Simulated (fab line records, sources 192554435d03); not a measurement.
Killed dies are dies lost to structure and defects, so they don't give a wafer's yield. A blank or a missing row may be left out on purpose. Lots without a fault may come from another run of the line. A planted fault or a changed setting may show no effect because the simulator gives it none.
Chamber matching | flow n5_finfet | N5_BEOL_M3_ETCH_77 on rie_diel-02: 4 sister chambers
The step etches underlayer in N2/H2, target depth 6.5 nm, time 5.2 s. 24 wafers are shown with their chamber, then 12 later ones without.

WAFERS WITH THEIR CHAMBER
wafer  | chamber | showerhead_plenum_p_Torr (Torr) | drypump_motor_current_A (A) | throttle_valve_pct (%)
L076.1 | 1       | 2.54                            | 6.2                         | 17.88
L076.4 | 0       | 2.49                            | 5.3                         | 17.72
L076.5 | 3       | 2.66                            | 5.6                         | 17.42
L077.1 | 2       | 2.41                            | 5.6                         | 17.84
L077.4 | 0       | 2.49                            | 5.3                         | 17.72
L077.6 | 1       | 2.53                            | 6.2                         | 17.87
L078.1 | 0       | 2.49                            | 5.3                         | 17.72
L078.5 | 0       | 2.49                            | 5.2                         | 17.75
L078.6 | 1       | 2.53                            | 6.3                         | 17.90
L079.1 | 0       | 2.48                            | 5.3                         | 17.73
L079.2 | 1       | 2.53                            | 6.2                         | 17.88
L079.3 | 2       | 2.41                            | 5.6                         | 17.84
L082.3 | 0       | 2.48                            | 5.3                         | 17.74
L082.4 | 3       | 2.66                            | 5.5                         | 17.45
L082.6 | 0       | 2.48                            | 5.2                         | 17.75
L083.2 | 3       | 2.66                            | 5.5                         | 17.45
L083.4 | 2       | 2.41                            | 5.6                         | 17.86
L083.6 | 1       | 2.53                            | 6.3                         | 17.90
L088.2 | 3       | 2.66                            | 5.5                         | 17.45
L088.4 | 2       | 2.40                            | 5.6                         | 17.88
L088.5 | 1       | 2.53                            | 6.2                         | 17.92
L090.3 | 0       | 2.48                            | 5.3                         | 17.75
L090.4 | 1       | 2.52                            | 6.2                         | 17.91
L090.6 | 3       | 2.65                            | 5.5                         | 17.48

SIGNATURES (means of the wafers above)
reading                  | chamber 0 | chamber 1 | chamber 2 | chamber 3 | scatter within a chamber
showerhead_plenum_p_Torr | 2.4850    | 2.5300    | 2.4075    | 2.6580    | 0.00527
drypump_motor_current_A  | 5.275     | 6.229     | 5.600     | 5.520     | 0.0432
throttle_valve_pct       | 17.7350   | 17.8943   | 17.8550   | 17.4500   | 0.0177
Rule: a wafer's distance from a chamber is the root of the sum, over the readings, of the square of ((its reading less the chamber's mean) divided by the reading's scatter). The wafer belongs to the nearest chamber; if the next one is less than 2 further off, it can't be placed. The scatter: the root of (the sum of the squares of (reading less its chamber's mean) over the shown wafers, divided by (wafers less chambers)).

WAFERS WITHOUT THEIR CHAMBER
wafer  | showerhead_plenum_p_Torr (Torr) | drypump_motor_current_A (A) | throttle_valve_pct (%)
L091.1 | 2.65                            | 5.5                         | 17.49
L091.5 | 2.48                            | 5.3                         | 17.77
L091.6 | 2.65                            | 5.5                         | 17.45
L095.3 | 2.65                            | 5.5                         | 17.47
L095.5 | 2.40                            | 5.6                         | 17.90
L095.6 | 2.52                            | 6.2                         | 17.92
L096.1 | 2.65                            | 5.5                         | 17.49
L096.4 | 2.52                            | 6.3                         | 17.94
L096.5 | 2.65                            | 5.5                         | 17.49
L097.1 | 2.39                            | 5.6                         | 17.90
L097.5 | 2.47                            | 5.2                         | 17.80
L097.6 | 2.65                            | 5.5                         | 17.49

WHICH CHAMBER EACH WENT THROUGH
wafer  | from the rows above | in truth
L091.1 | 3                   | 3
L091.5 | 0                   | 0
L091.6 | 3                   | 3
L095.3 | 3                   | 3
L095.5 | 2                   | 2
L095.6 | 1                   | 1
L096.1 | 3                   | 3
L096.4 | 1                   | 1
L096.5 | 3                   | 3
L097.1 | 2                   | 2
L097.5 | 0                   | 0
L097.6 | 3                   | 3
Placed correctly: 12 of 12. Can't be placed from these rows: 0. Placed wrongly: 0.
